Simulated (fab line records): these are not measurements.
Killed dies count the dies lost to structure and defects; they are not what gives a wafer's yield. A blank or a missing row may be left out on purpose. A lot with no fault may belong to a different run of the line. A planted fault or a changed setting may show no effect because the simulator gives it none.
Check for tools in common || flow nand-harc || 42 wafers sampled across 14 lots

## WHY THIS WAS OPENED
At NHARC_A_ONON_D1_THK_MEAS_05 the reading thk-nm is flagged on 2 of 14 lots. No-fault wafers: 999 nm, standard deviation 6.9.
Rule: a lot is flagged in two cases, either no wafer of it has a number, or all its wafers with numbers fall more than 4 standard deviations from that mean. All remaining lots are regarded as sound.

{"lot": "L660", "measured": "day 8 11:32", "on": "film-metro-02", "thk-nm (nm), wafer by wafer": "990 988 989", "flag": ""}
{"lot": "L662", "measured": "day 9 00:20", "on": "film-metro-01", "thk-nm (nm), wafer by wafer": "992 993 994", "flag": ""}
{"lot": "L663", "measured": "day 9 06:50", "on": "film-metro-02", "thk-nm (nm), wafer by wafer": "1003 1002 1001", "flag": ""}
{"lot": "L665", "measured": "day 10 07:34", "on": "film-metro-01", "thk-nm (nm), wafer by wafer": "992 994 992", "flag": ""}
{"lot": "L666", "measured": "day 10 13:05", "on": "film-metro-01", "thk-nm (nm), wafer by wafer": "991 991 992", "flag": ""}
{"lot": "L670", "measured": "day 12 07:40", "on": "film-metro-01", "thk-nm (nm), wafer by wafer": "668 668 667", "flag": "FLAGGED"}
{"lot": "L672", "measured": "day 13 03:40", "on": "film-metro-02", "thk-nm (nm), wafer by wafer": "665 665 664", "flag": "FLAGGED"}
{"lot": "L676", "measured": "day 14 23:32", "on": "film-metro-01", "thk-nm (nm), wafer by wafer": "997 996 994", "flag": ""}
{"lot": "L677", "measured": "day 15 09:28", "on": "film-metro-02", "thk-nm (nm), wafer by wafer": "988 988 987", "flag": ""}
{"lot": "L678", "measured": "day 16 03:53", "on": "film-metro-01", "thk-nm (nm), wafer by wafer": "997 997 998", "flag": ""}
{"lot": "L679", "measured": "day 16 03:55", "on": "film-metro-02", "thk-nm (nm), wafer by wafer": "1000 1001 1000", "flag": ""}
{"lot": "L680", "measured": "day 16 21:50", "on": "film-metro-01", "thk-nm (nm), wafer by wafer": "996 997 998", "flag": ""}
{"lot": "L681", "measured": "day 17 05:51", "on": "film-metro-01", "thk-nm (nm), wafer by wafer": "1014 1014 1012", "flag": ""}
{"lot": "L682", "measured": "day 17 17:05", "on": "film-metro-02", "thk-nm (nm), wafer by wafer": "1008 1005 1007", "flag": ""}
On average the flagged lots' numbers are 666 nm, which is -333 nm against the usual, or -48 standard deviations.

## TOOL THAT RAN EACH LOT
Before the reading, the record contains 2 process steps out of a 1302-step route. In each cell: the tool, then ch and the chambers that the sampled wafers went through, then the start.
{"lot": "L660", "flag": "", "NHARC_P_BONDPAD_PVD_17": "pvd-sputter-03, day 7 14:20 or earlier", "NHARC_A_ONON_D1_DEP_03": "pecvd-onon-04 ch 0, day 8 11:02"}
{"lot": "L662", "flag": "", "NHARC_P_BONDPAD_PVD_17": "pvd-sputter-02, day 8 02:40 or earlier", "NHARC_A_ONON_D1_DEP_03": "pecvd-onon-01 ch 0, day 8 23:49"}
{"lot": "L663", "flag": "", "NHARC_P_BONDPAD_PVD_17": "pvd-sputter-02, day 8 09:14 or earlier", "NHARC_A_ONON_D1_DEP_03": "pecvd-onon-02 ch 0, day 9 06:30"}
{"lot": "L665", "flag": "", "NHARC_P_BONDPAD_PVD_17": "pvd-sputter-02, day 9 10:21 or earlier", "NHARC_A_ONON_D1_DEP_03": "pecvd-onon-04 ch 0, day 10 07:04"}
{"lot": "L666", "flag": "", "NHARC_P_BONDPAD_PVD_17": "pvd-sputter-02, day 9 15:38 or earlier", "NHARC_A_ONON_D1_DEP_03": "pecvd-onon-01 ch 0, day 10 12:42"}
{"lot": "L670", "flag": "FLAGGED", "NHARC_P_BONDPAD_PVD_17": "pvd-sputter-01, day 11 09:07 or earlier", "NHARC_A_ONON_D1_DEP_03": "pecvd-onon-04 ch 0, day 12 07:09"}
{"lot": "L672", "flag": "FLAGGED", "NHARC_P_BONDPAD_PVD_17": "pvd-sputter-03, day 12 05:11 or earlier", "NHARC_A_ONON_D1_DEP_03": "pecvd-onon-04 ch 0, day 13 03:13"}
{"lot": "L676", "flag": "", "NHARC_P_BONDPAD_PVD_17": "pvd-sputter-02, day 14 02:17 or earlier", "NHARC_A_ONON_D1_DEP_03": "pecvd-onon-01 ch 0, day 14 23:01"}
{"lot": "L677", "flag": "", "NHARC_P_BONDPAD_PVD_17": "pvd-sputter-03, day 14 11:45 or earlier", "NHARC_A_ONON_D1_DEP_03": "pecvd-onon-02 ch 0, day 15 08:58"}
{"lot": "L678", "flag": "", "NHARC_P_BONDPAD_PVD_17": "pvd-sputter-03, day 15 05:15 or earlier", "NHARC_A_ONON_D1_DEP_03": "pecvd-onon-04 ch 0, day 16 03:26"}
{"lot": "L679", "flag": "", "NHARC_P_BONDPAD_PVD_17": "pvd-sputter-02, day 15 04:23 or earlier", "NHARC_A_ONON_D1_DEP_03": "pecvd-onon-02 ch 0, day 16 03:31"}
{"lot": "L680", "flag": "", "NHARC_P_BONDPAD_PVD_17": "pvd-sputter-02, day 16 00:41 or earlier", "NHARC_A_ONON_D1_DEP_03": "pecvd-onon-04 ch 0, day 16 21:23"}
{"lot": "L681", "flag": "", "NHARC_P_BONDPAD_PVD_17": "pvd-sputter-02, day 16 07:10 or earlier", "NHARC_A_ONON_D1_DEP_03": "pecvd-onon-01 ch 0, day 17 05:20"}
{"lot": "L682", "flag": "", "NHARC_P_BONDPAD_PVD_17": "pvd-sputter-01, day 16 19:46 or earlier", "NHARC_A_ONON_D1_DEP_03": "pecvd-onon-04 ch 0, day 17 16:34"}
What these steps do:
- NHARC_P_BONDPAD_PVD_17: deposits TaN, target thk 5 nm, time 8.06 s.
- NHARC_A_ONON_D1_DEP_03: target thk 1000 nm.
- NHARC_A_ONON_D1_THK_MEAS_05: measures by ellipsometry.

## FLAGGED AGAINST TOTAL, ONE TOOL AT A TIME (gauges that did the reading follow at the end)
{"step": "NHARC_P_BONDPAD_PVD_17", "tool": "pvd-sputter-01", "lots run": 2, "flagged": 1, "share of the flagged lots": "some", "sound lots run after its first flagged lot": "1 (L682)"}
{"step": "NHARC_P_BONDPAD_PVD_17", "tool": "pvd-sputter-02", "lots run": 8, "flagged": 0, "share of the flagged lots": "none", "sound lots run after its first flagged lot": "-"}
{"step": "NHARC_P_BONDPAD_PVD_17", "tool": "pvd-sputter-03", "lots run": 4, "flagged": 1, "share of the flagged lots": "some", "sound lots run after its first flagged lot": "2 (L677,L678)"}
{"step": "NHARC_A_ONON_D1_DEP_03", "tool": "pecvd-onon-01", "lots run": 4, "flagged": 0, "share of the flagged lots": "none", "sound lots run after its first flagged lot": "-"}
{"step": "NHARC_A_ONON_D1_DEP_03", "tool": "pecvd-onon-02", "lots run": 3, "flagged": 0, "share of the flagged lots": "none", "sound lots run after its first flagged lot": "-"}
{"step": "NHARC_A_ONON_D1_DEP_03", "tool": "pecvd-onon-04", "lots run": 7, "flagged": 2, "share of the flagged lots": "all", "sound lots run after its first flagged lot": "3 (L678,L680,L682)"}
{"step": "NHARC_A_ONON_D1_THK_MEAS_05", "tool": "film-metro-01", "lots run": 8, "flagged": 1, "share of the flagged lots": "some", "sound lots run after its first flagged lot": "4 (L676,L678,L680,L681)"}
{"step": "NHARC_A_ONON_D1_THK_MEAS_05", "tool": "film-metro-02", "lots run": 6, "flagged": 1, "share of the flagged lots": "some", "sound lots run after its first flagged lot": "3 (L677,L679,L682)"}
NHARC_P_BONDPAD_PVD_17: start missing for some lots; hours and lot order therefore follow NHARC_A_ZERO_WELL_INSPECT_17.

## WHAT THE TABLE PERMITS
In the table, 1 row covers all flagged lots: pecvd-onon-04 at NHARC_A_ONON_D1_DEP_03.
- pecvd-onon-04 at NHARC_A_ONON_D1_DEP_03 ran 7 lots, 2 of them flagged. Sound lots ran on it after the first flagged one (L678, L680, L682), which a lasting fault on the whole tool wouldn't allow.
None of the table's rows ran every flagged lot and, after the first, no sound lot.

## WHAT THE SIMULATOR PUT IN
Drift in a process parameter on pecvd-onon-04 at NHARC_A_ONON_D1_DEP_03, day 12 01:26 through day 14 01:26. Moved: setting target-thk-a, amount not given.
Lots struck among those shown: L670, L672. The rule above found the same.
